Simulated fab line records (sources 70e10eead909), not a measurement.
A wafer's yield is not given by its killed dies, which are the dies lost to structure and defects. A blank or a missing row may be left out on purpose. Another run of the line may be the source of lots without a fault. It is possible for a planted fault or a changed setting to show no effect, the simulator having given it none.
Matching of chambers	flow nand-harc	NHARC_P_GATE_DESCUM_61 on rie-diel-03 has 3 sister chambers
The step chemistry O2, time 3 s. 6 wafers are shown with their chamber, then 4 later ones without.

EACH WAFER AND ITS CHAMBER
wafer	chamber	rf-vpp-V (V)	oes-product-au (a.u.)
L216.6	0	56.5	1.000
L217.1	3	55.7	0.995
L217.3	1	58.7	0.997
L217.5	1	58.6	1.006
L219.3	3	56.4	1.017
L219.4	0	57.7	1.004

WAFERS MISSING THEIR CHAMBER
wafer	rf-vpp-V (V)	oes-product-au (a.u.)
L221.4	58.8	1.000
L221.6	57.7	1.017
L222.2	57.7	1.002
L222.6	56.6	0.987

WHICH CHAMBER EACH ONE RAN IN
wafer	from the rows above	in truth
L221.4	1	1
L221.6	can't be placed: 0 or 1 or 3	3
L222.2	can't be placed: 0 or 1 or 3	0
L222.6	can't be placed: 0 or 3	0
Placed correctly: 1 of 4. From these rows, 3 cannot be placed; in 3 the true chamber is one of the candidates. Wrongly placed: 0.
How it was worked out, from the rows above alone: a wafer's distance from a chamber is the root of the sum, over the readings, of the square of ((its reading less the chamber's mean) divided by the reading's scatter). The wafer belongs to the nearest chamber; if the next one is less than 2 further off, it can't be placed. The mean given for a chamber averages the wafers shown for that chamber. The scatter is the square root of a quotient: the sum, over the shown wafers, of each reading's squared deviation from its chamber's mean, divided by wafers minus chambers.
